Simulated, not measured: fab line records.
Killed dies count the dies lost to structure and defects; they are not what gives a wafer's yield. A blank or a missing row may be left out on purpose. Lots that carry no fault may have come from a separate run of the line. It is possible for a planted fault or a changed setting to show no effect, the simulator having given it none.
Split-lot trial | flow n5Finfet | on a route of 1938 steps: 7 lots, 39 wafers read

SPLIT DETAILS
At N5_MOL_CONTACT_COAG_ALD_133 (deposits SiO2, target thk 5 nm, pulse time 1 s, co reactant pulse time 1 s), the setting aldCycles was moved away from the recipe's 35 on 15 of the 39 wafers read, by -57.1% to +54.3%. This setting was run at the recipe's value on the other wafers.

The split's own step is where the reading is taken.

THE READING
SiO2_of_MOL_CONTACT_COAG_ALD_133.thkNm (the simulator's own value, which no gauge read), in nm, at N5_MOL_CONTACT_COAG_ALD_133 (deposits SiO2, target thk 5 nm, pulse time 1 s, co reactant pulse time 1 s). No usual value for it is given in the file.

wafer  | tool, chamber at the split | aldCycles as run | against the recipe | SiO2_of_MOL_CONTACT_COAG_ALD_133.thkNm, nm | against lot-mates on the recipe
L075.1 | aldSin-01, 2,1             | 54               | +54.3%             | 7.6                                        | +2.6
L075.2 | aldSin-01, 2,1             | 54               | +54.3%             | 7.6                                        | +2.6
L075.3 | aldSin-01, 3,1,2           | 35               | recipe             | 5                                          | -
L075.5 | aldSin-01, 3,1,2           | 35               | recipe             | 5                                          | -
L075.6 | aldSin-01, 3,1,2           | 35               | recipe             | 5                                          | -
L075.4 | aldSin-01, 0               | 54               | +54.3%             | 7.8                                        | +2.8
L076.1 | aldSin-04, 3               | 54               | +54.3%             | 7.8                                        | +2.8
L076.2 | aldSin-04, 1,0             | 54               | +54.3%             | 7.6                                        | +2.6
L076.3 | aldSin-04, 1,0             | 54               | +54.3%             | 7.6                                        | +2.6
L076.4 | aldSin-04, 2,3,0           | 35               | recipe             | 5                                          | -
L076.5 | aldSin-04, 2,3,0           | 35               | recipe             | 5                                          | -
L076.6 | aldSin-04, 2,3,0           | 35               | recipe             | 5                                          | -
L085.2 | aldSin-04, 0,1,2           | 35               | recipe             | 5                                          | -
L085.3 | aldSin-04, 0,1,2           | 35               | recipe             | 5                                          | -
L085.5 | aldSin-04, 0,1,2           | 35               | recipe             | 5                                          | -
L089.1 | aldSin-01, 0,2,3           | 15               | -57.1%             | 2.2                                        | -2.8
L089.2 | aldSin-01, 0,2,3           | 15               | -57.1%             | 2.2                                        | -2.8
L089.4 | aldSin-01, 0,2,3           | 15               | -57.1%             | 2.2                                        | -2.8
L089.3 | aldSin-01, 1,2,3           | 35               | recipe             | 5                                          | -
L089.5 | aldSin-01, 1,2,3           | 35               | recipe             | 5                                          | -
L089.6 | aldSin-01, 1,2,3           | 35               | recipe             | 5                                          | -
L091.1 | aldSin-04, 2,1,3,0,0,1     | 35               | recipe             | 5                                          | -
L091.2 | aldSin-04, 2,1,3,0,0,1     | 35               | recipe             | 5                                          | -
L091.3 | aldSin-04, 2,1,3,0,0,1     | 35               | recipe             | 5                                          | -
L091.4 | aldSin-04, 2,1,3,0,0,1     | 35               | recipe             | 5                                          | -
L091.5 | aldSin-04, 2,1,3,0,0,1     | 35               | recipe             | 5                                          | -
L091.6 | aldSin-04, 2,1,3,0,0,1     | 35               | recipe             | 5                                          | -
L095.1 | aldSin-01, 0,1,3           | 15               | -57.1%             | 2.2                                        | -2.8
L095.3 | aldSin-01, 0,1,3           | 15               | -57.1%             | 2.2                                        | -2.8
L095.5 | aldSin-01, 0,1,3           | 15               | -57.1%             | 2.2                                        | -2.8
L095.2 | aldSin-01, 2,3,2           | 35               | recipe             | 5                                          | -
L095.4 | aldSin-01, 2,3,2           | 35               | recipe             | 5                                          | -
L095.6 | aldSin-01, 2,3,2           | 35               | recipe             | 5                                          | -
L096.1 | aldSin-03, 3,0,0           | 35               | recipe             | 5                                          | -
L096.2 | aldSin-03, 3,0,0           | 35               | recipe             | 5                                          | -
L096.5 | aldSin-03, 3,0,0           | 35               | recipe             | 5                                          | -
L096.3 | aldSin-03, 2,1             | 20               | -42.9%             | 3                                          | -2.0
L096.4 | aldSin-03, 2,1             | 20               | -42.9%             | 3                                          | -2.0
L096.6 | aldSin-03, 3               | 20               | -42.9%             | 2.8                                        | -2.2
Where a row lists several chambers, the file gives one row for several wafers and doesn't say which wafer went through which chamber.

THE FIT
A straight line over all 39 wafers: SiO2_of_MOL_CONTACT_COAG_ALD_133.thkNm changes by +0.049 nm for each +1% of aldCycles; r = +1.00; the points scatter about the line by 0.047 nm.
The same after taking each lot's own level away (the mean of its wafers on the recipe; 39 wafers): +0.049 nm for each +1%; r = +1.00; scatter 0.047 nm.
According to that fit, moving aldCycles by its largest amount changes the reading by 2.8 nm.
The lots' own levels span 5.00 to 5.00 nm.
Hence the lot-to-lot level has little effect on the slope; both slopes agree.
Check: -2.79 nm against its lot-mates is what the line predicts for one of the wafers moved furthest among these (-57.1%) when that wafer is left out of the fit. It came out at -2.8 nm against them.

THE OTHER SPLITS THESE WAFERS WENT THROUGH
These wafers also went through other splits before the reading. Each is held against what the fit with the lots' levels taken away leaves over:
other split on the same wafers | wafers away from the commonest value | r with SiO2_of_MOL_CONTACT_COAG_ALD_133.thkNm (lot level and that fit taken away)
N5_ZERO_LAYER_PECVD_02 timeS   | 18                                   | -0.13
N5_ILD0_PRECLEAN_10 timeS      | 15                                   | +0.04
N5_GATE_CUT_ALD_22 aldCycles   | 12                                   | -0.01

FILE'S OWN FIT
SiO2_of_MOL_CONTACT_COAG_ALD_133.thkNm changes by +0.049 nm for each +1% of aldCycles, r = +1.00.
